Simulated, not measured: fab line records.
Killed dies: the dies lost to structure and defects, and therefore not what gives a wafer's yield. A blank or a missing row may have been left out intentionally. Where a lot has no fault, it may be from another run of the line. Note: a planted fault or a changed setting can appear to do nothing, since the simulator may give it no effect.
Matching of chambers || flow nand-harc || rie-diel-13 running NHARC_A_STAIRCASE_DESCUM_291: 4 sister chambers
The step chemistry O2, time 3 s. 4 wafers are shown with their chamber, then 10 later ones without.

## WAFERS WITH THEIR CHAMBER
{"wafer": "L086.3", "chamber": 0, "showerhead-plenum-p-Torr (Torr)": 1.82}
{"wafer": "L086.5", "chamber": 1, "showerhead-plenum-p-Torr (Torr)": 1.92}
{"wafer": "L085.3", "chamber": 2, "showerhead-plenum-p-Torr (Torr)": 1.83}
{"wafer": "L085.4", "chamber": 3, "showerhead-plenum-p-Torr (Torr)": 1.94}

## WAFERS MISSING THEIR CHAMBER
{"wafer": "L085.5", "showerhead-plenum-p-Torr (Torr)": 1.94}
{"wafer": "L093.1", "showerhead-plenum-p-Torr (Torr)": 1.93}
{"wafer": "L093.3", "showerhead-plenum-p-Torr (Torr)": 1.83}
{"wafer": "L093.5", "showerhead-plenum-p-Torr (Torr)": 1.93}
{"wafer": "L097.1", "showerhead-plenum-p-Torr (Torr)": 1.91}
{"wafer": "L097.2", "showerhead-plenum-p-Torr (Torr)": 1.81}
{"wafer": "L097.5", "showerhead-plenum-p-Torr (Torr)": 1.93}
{"wafer": "L095.1", "showerhead-plenum-p-Torr (Torr)": 1.83}
{"wafer": "L095.4", "showerhead-plenum-p-Torr (Torr)": 1.81}
{"wafer": "L095.6", "showerhead-plenum-p-Torr (Torr)": 1.93}

## WHICH CHAMBER EACH ONE RAN IN
{"wafer": "L085.5", "from the rows above": 3, "in truth": 3}
{"wafer": "L093.1", "from the rows above": "can't be placed: 1 or 3", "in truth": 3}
{"wafer": "L093.3", "from the rows above": "can't be placed: 2 or 0", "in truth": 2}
{"wafer": "L093.5", "from the rows above": "can't be placed: 1 or 3", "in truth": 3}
{"wafer": "L097.1", "from the rows above": 1, "in truth": 1}
{"wafer": "L097.2", "from the rows above": "can't be placed: 0 or 2", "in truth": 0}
{"wafer": "L097.5", "from the rows above": "can't be placed: 1 or 3", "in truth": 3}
{"wafer": "L095.1", "from the rows above": "can't be placed: 2 or 0", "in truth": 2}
{"wafer": "L095.4", "from the rows above": "can't be placed: 0 or 2", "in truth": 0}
{"wafer": "L095.6", "from the rows above": "can't be placed: 1 or 3", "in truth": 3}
2 of 10 placed correctly. Not placeable from these rows: 8 (in 8, the candidates include the true chamber). 0 placed wrongly.
How it was worked out, from the rows above alone: a wafer's distance from a chamber is the root of the sum, over the readings, of the square of ((its reading less the chamber's mean) divided by the reading's scatter). If the next closest chamber is less than 2 further off than the closest, the wafer can't be placed; otherwise it belongs to the closest. Each chamber's mean is taken over the wafers shown for it. The scatter: with one shown wafer a chamber, the root of the mean of the squares of how far each hidden wafer lies from its nearest shown one.
